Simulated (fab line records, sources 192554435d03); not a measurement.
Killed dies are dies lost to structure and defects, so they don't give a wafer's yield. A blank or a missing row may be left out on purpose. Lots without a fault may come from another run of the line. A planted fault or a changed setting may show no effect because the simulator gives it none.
Chamber matching | flow n5_finfet | N5_BEOL_M0_SAQP_PECVD_03 on pecvd-01: 3 sister chambers
The step deposits SiCN from 3MS/NH3, target thk 12 nm, time 21.1 s. 3 wafers are shown with their chamber, then 7 later ones without.

WAFERS WITH THEIR CHAMBER
wafer  | chamber | throttle_valve_pct (%)
L724.4 | 2       | 8.1
L723.5 | 0       | 10.2
L735.3 | 1       | 9.7

WAFERS WITHOUT THEIR CHAMBER
wafer  | throttle_valve_pct (%)
L735.6 | 10.4
L728.3 | 10.1
L728.4 | 9.6
L728.5 | 10.0
L739.1 | 10.1
L739.3 | 8.4
L739.6 | 10.3

WHICH CHAMBER EACH WENT THROUGH
wafer  | from the rows above     | in truth
L735.6 | 0                       | 0
L728.3 | can't be placed: 0 or 1 | 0
L728.4 | 1                       | 1
L728.5 | can't be placed: 0 or 1 | 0
L739.1 | can't be placed: 0 or 1 | 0
L739.3 | 2                       | 2
L739.6 | 0                       | 0
Placed correctly: 4 of 7. Can't be placed from these rows: 3 (the true chamber is among the candidates in 3). Placed wrongly: 0.
How it was worked out, from the rows above alone: a wafer's distance from a chamber is the root of the sum, over the readings, of the square of ((its reading less the chamber's mean) divided by the reading's scatter). The wafer belongs to the nearest chamber; if the next one is less than 2 further off, it can't be placed. A chamber's mean is the mean of its shown wafers. The scatter: with one shown wafer a chamber, the root of the mean of the squares of how far each hidden wafer lies from its nearest shown one.
